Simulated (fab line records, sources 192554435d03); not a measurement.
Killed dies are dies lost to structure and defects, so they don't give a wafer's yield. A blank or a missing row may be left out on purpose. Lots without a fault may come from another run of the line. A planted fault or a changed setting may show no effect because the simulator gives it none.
fab line records | flow n5_finfet | part 2 of 2: steps 23 to 30 of 30
record lots=5 wafers=15 last_day=19
route steps=1938 shown BEOL_M6@1234 BEOL_M7@1263
lots that met no fault: from a run of the same line without faults
start_h: hours from the record's first day to the start of the lot's first wafer shown | wait_h: hours since the lot's step before | " the same as in the row above | L1.1+2: a row that stands for several wafers | - no value, or no start given | * or withheld: withheld | < > ~ a bound
route shown NAME@n: a module of which the file shows steps, and the number in the route of the first | usual: mean/standard deviation of fault-free wafers | same: alike in all rows | chamber/n: place in a boat | sites: the reading at each site | _std_site: their standard deviation | _edge_site: outer sites' mean less inner sites' | radius_mm: how far each site lies from the wafer's centre | mask NAME#n: copy n | behind: the tool/chamber that last shaped the wafer | hold: why the lot was held/for how many hours/how that ended | device: the transistor (n, p or np) that didn't switch | end of line: the same wafers' tests at the end of the route | a step without rows: its recipe alone | killed: dies lost to structure and defects at the first sort, not the wafer's yield | map: a wafer's dies, x killed, . not, _ none there
set.NAME: the setting as run; set.NAME@STEP: as run at that earlier step | model.NAME: the simulator's own value behind a step, which no gauge read
lots at some steps of the route; a table a step, a row a wafer
services: from which hour (start_h, from the record's first day; less than 0 if before it) a tool's chamber was out of use, for how many hours, and why
## steps
# step N5_BEOL_M6_ANNEAL_51
# recipe temp_c=225 time_s=90 ambient=N2
# usual anneal_temp_c=224.94/0.16 wafer_temp_C_max=226.0/0.51
# columns lot.wafer tool chamber start_h wait_h anneal_temp_c wafer_temp_C_max
L077.1 rtp_anneal-01 0 227.19 0.3 224.65 226.7
L077.3 " 0 " " 224.69 227.2
L077.5 " 0 " " 224.91 226.6
L083.2 rtp_anneal-02 0 272.71 0.3 224.78 225.5
L083.4 " 0 " " 224.94 225.4
L083.6 " 0 " " 224.98 225.5
L086.2 rtp_anneal-02 0 280.10 0.1 225.23 225.5
L086.5 " 0 " " 224.92 225.7
L086.6 " 0 " " 224.82 225.7
L096.2 rtp_anneal-02 0 347.97 0.1 225.06 225.5
L096.5 " 0 " " 224.84 225.7
L096.6 " 0 " " 225.21 225.6
L097.1 rtp_anneal-01 0 365.67 0.9 224.96 226.4
L097.4 " 0 " " 225.04 226.0
L097.6 " 0 " " 225.09 226.4
# step N5_BEOL_M6_CMP_52
# recipe stop_on=SiCOH_lowk t_overpolish_s=6.9 down_force_psi=1 platen_rpm=50 clearing_platen_down_force_psi=1.5 clearing_platen_rpm=50 post_cmp_clean=cu_alkaline target_thk_nm=80 clearing_platen_pad_velocity_m_s=0.99484 pad_velocity_m_s=0.99484
# usual barrier_field_endpoint_s=29.1/0.7 motor_current_A=6.1/0.43 overpolish_run_s=6.899/0.0092 time_to_endpoint_s=63.7/2.3
# columns lot.wafer tool chamber start_h wait_h barrier_field_endpoint_s motor_current_A overpolish_run_s time_to_endpoint_s
L077.1 cmp-01 1 227.49 0.3 28.4 6.6 6.890 61.6
L077.3 " 0 " " 28.9 6.1 6.907 65.2
L077.5 " 1 " " 27.8 6.3 6.911 61.8
L083.2 cmp-02 2 273.00 0.2 28.3 6.1 6.920 61.6
L083.4 " 3 " " 29.4 6.4 6.890 64.5
L083.6 " 1 " " 30.1 5.9 6.910 67.5
L086.2 cmp-01 3 280.44 0.3 29.3 6.8 6.882 63.6
L086.5 " 1 " " 28.5 6.9 6.918 63.4
L086.6 " 2 " " 29.5 5.9 6.895 63.8
L096.2 cmp-01 2 348.34 0.3 29.6 5.6 6.905 64.3
L096.5 " 3 " " 29.6 6.3 6.886 63.3
L096.6 " 0 " " 29.9 6.0 6.893 63.5
L097.1 cmp-02 3 366.00 0.3 29.4 5.8 6.878 66.1
L097.4 " 1 " " 30.1 6.1 6.907 67.0
L097.6 " 3 " " 30.0 6.3 6.897 65.9
# step N5_BEOL_M6_THK_MEAS_53
# recipe thk_meas_gauge=xrf reads=Cu_of_BEOL_M6_ECD_50
# usual M6_THK=79.7/1.8
# columns lot.wafer tool chamber start_h wait_h M6_THK[nm]
L077.1 film_metro-01 - 227.79 - 79.2
L077.3 " - " " 77.4
L077.5 " - " " 78.2
L083.2 film_metro-02 - 273.26 - 79.0
L083.4 " - " " 78.0
L083.6 " - " " 82.3
L086.2 film_metro-01 - 280.66 - 81.7
L086.5 " - " " 78.6
L086.6 " - " " 82.0
L096.2 film_metro-02 - 348.52 - 79.2
L096.5 " - " " 78.6
L096.6 " - " " 79.4
L097.1 film_metro-02 - 366.26 - 82.5
L097.4 " - " " 81.6
L097.6 " - " " 80.8
# step N5_BEOL_M6_PRE_CLEAN_55
# recipe gas=NH3 time_s=15 temp_c=withheld rf_power_w=300
# usual rf_fwd_power_W=295.0/1.5
# columns lot.wafer tool chamber start_h wait_h rf_fwd_power_W since_wet_clean_h
L077.1 pecvd-01 2 227.82 0.0 294.1 540
L077.3 " 0 " " 296.6 1294
L077.5 " 1 " " 295.9 -
L083.2 pecvd-01 2 273.29 0.0 293.4 586
L083.4 " 2 " " 295.9 -
L083.6 " 1 " " 296.8 -
L086.2 pecvd-03 2 280.69 0.0 295.6 402
L086.5 " 0 " " 297.1 -
L086.6 " 2 " " 295.8 -
L096.2 pecvd-04 2 348.56 0.0 294.8 298
L096.5 " 2 " " 294.5 -
L096.6 " 0 " " 294.5 -
L097.1 pecvd-03 1 366.30 0.0 293.3 1976
L097.4 " 0 " " 296.3 -
L097.6 " 2 " " 294.4 -
# step N5_BEOL_M6_DEP_56
# recipe material=SiCN target_thk_a=100 temp_c=withheld precursor=3MS/NH3 pressure_torr=3 rf_w=202 time_s=17.5
# usual rf_fwd_power_W=199.6/0.9 showerhead_plenum_p_Torr=3.665/0.015 throttle_valve_pct=9.3/0.35
# columns lot.wafer tool chamber start_h wait_h rf_fwd_power_W showerhead_plenum_p_Torr since_wet_clean_h throttle_valve_pct
L077.1 pecvd-01 2 227.85 0.0 199.6 3.704 540 9.6
L077.3 " 0 " " 199.9 3.677 1294 9.3
L077.5 " 1 " " 200.9 3.661 - 10.0
L083.2 pecvd-01 2 273.32 0.0 200.2 3.698 586 9.5
L083.4 " 2 " " 200.5 3.697 - 9.7
L083.6 " 1 " " 199.7 3.664 - 10.1
L086.2 pecvd-03 2 280.72 0.0 200.6 3.663 402 8.8
L086.5 " 0 " " 200.9 3.673 - 9.1
L086.6 " 2 " " 199.4 3.658 - 9.0
L096.2 pecvd-04 2 348.58 0.0 199.1 3.653 298 9.0
L096.5 " 2 " " 200.0 3.651 - 9.1
L096.6 " 0 " " 199.1 3.659 - 9.1
L097.1 pecvd-03 1 366.32 0.0 198.0 3.648 1976 9.4
L097.4 " 0 " " 200.1 3.675 - 9.2
L097.6 " 2 " " 199.9 3.659 - 8.8
# step N5_BEOL_M6_RS_MEAS_57
# recipe thk_meas_gauge=four-point-probe reads=Cu_of_BEOL_M6_ECD_50+Co_of_BEOL_M6_CVD_78+TaN_of_BEOL_M6_ALD_77
# usual M6_RS=0.288/0.0072
# columns lot.wafer tool chamber start_h wait_h M6_RS[ohm/sq]
L077.1 film_metro-01 - 227.92 0.1 0.291
L077.3 " - " " 0.299
L077.5 " - " " 0.295
L083.2 film_metro-01 - 273.39 0.1 0.289
L083.4 " - " " 0.296
L083.6 " - " " 0.276
L086.2 film_metro-02 - 280.79 0.1 0.280
L086.5 " - " " 0.293
L086.6 " - " " 0.278
L096.2 film_metro-01 - 348.65 0.1 0.288
L096.5 " - " " 0.291
L096.6 " - " " 0.289
L097.1 film_metro-02 - 366.39 0.1 0.278
L097.4 " - " " 0.284
L097.6 " - " " 0.284
# step N5_BEOL_M6_INSPECT_58
# recipe inspect_instrument=darkfield mode=post_dep
# usual raw_defect_count=68/27
# columns lot.wafer tool chamber start_h wait_h raw_defect_count
L077.1 defect_inspect-01 - 227.94 0.0 47
L077.3 " - " " 48
L077.5 " - " " 33
L083.2 defect_inspect-01 - 273.41 0.0 91
L083.4 " - " " 61
L083.6 " - " " 80
L086.2 defect_inspect-01 - 280.81 0.0 86
L086.5 " - " " 81
L086.6 " - " " 80
L096.2 defect_inspect-01 - 348.68 0.0 61
L096.5 " - " " 50
L096.6 " - " " 40
L097.1 defect_inspect-01 - 366.42 0.0 46
L097.4 " - " " 78
L097.6 " - " " 113
# step N5_BEOL_M7_ILD_DEP_00
# recipe material=SiCOH_lowk target_thk_a=1797.5 temp_c=300 precursor=DEMS/porogen pressure_torr=5 rf_w=500 time_s=33.4
# usual heater_power_w=309/51 rf_fwd_power_W=495.8/1.9 showerhead_plenum_p_Torr=5.737/0.012 throttle_valve_pct=13.7/0.36
# columns lot.wafer tool chamber start_h wait_h heater_power_w rf_fwd_power_W showerhead_plenum_p_Torr since_wet_clean_h throttle_valve_pct
L077.1 pecvd-02 1 227.98 0.0 371 495.4 5.736 1476 13.5
L077.3 " 1 " " 368 495.3 5.753 - 13.7
L077.5 " 0 " " 311 495.6 5.725 - 13.7
L083.2 pecvd-03 1 273.45 0.0 331 491.8 5.728 1884 14.3
L083.4 " 0 " " 338 495.2 5.750 - 14.5
L083.6 " 1 " " 341 490.5 5.719 - 14.2
L086.2 pecvd-02 2 280.85 0.0 258 495.0 5.723 49 13.2
L086.5 " 1 " " 342 493.2 5.746 - 13.5
L086.6 " 2 " " 254 496.7 5.741 - 13.0
L096.2 pecvd-02 0 348.71 0.0 273 496.2 5.737 871 13.7
L096.5 " 1 " " 385 495.0 5.732 - 13.3
L096.6 " 2 " " 266 498.2 5.748 - 13.4
L097.1 pecvd-04 2 366.45 0.0 291 494.9 5.717 316 13.8
L097.4 " 2 " " 285 494.9 5.712 - 13.8
L097.6 " 1 " " 224 495.1 5.731 - 14.1
## services
# columns tool chamber start_h hours kind
pecvd-03 - 214.46 1.7 repair
cmp-01 - 219.42 6.5 repair
rie_diel-03 1 222.81 2.7 repair
pecvd-03 - 225.74 3.7 repair
pecvd-01 0 227.89 4.0 repair
cmp-01 - 232.07 3.1 pm
rie_diel-02 0 236.29 1.6 repair
cmp-01 - 240.79 0.9 repair
rie_diel-05 2 248.47 1.5 repair
ecd_cu-01 - 252.06 7.3 pm
rie_diel-03 0 253.76 5.9 repair
pecvd-01 - 274.98 0.7 repair
rie_diel-05 1 276.26 3.2 repair
pvd_sputter-01 - 283.92 0.7 repair
cmp-01 - 298.50 4.0 pm
cmp-01 - 304.50 4.9 pm
pecvd-02 - 307.15 0.7 repair
rie_diel-05 - 322.76 14.6 pm
uv_cure-03 - 331.52 1.0 pm
rie_diel-05 0 341.64 21.4 repair
uv_cure-03 - 345.35 7.5 pm
pvd_sputter-02 - 359.51 2.0 repair
rie_diel-05 1 364.89 25.3 repair
pecvd-01 - 365.75 2.3 repair
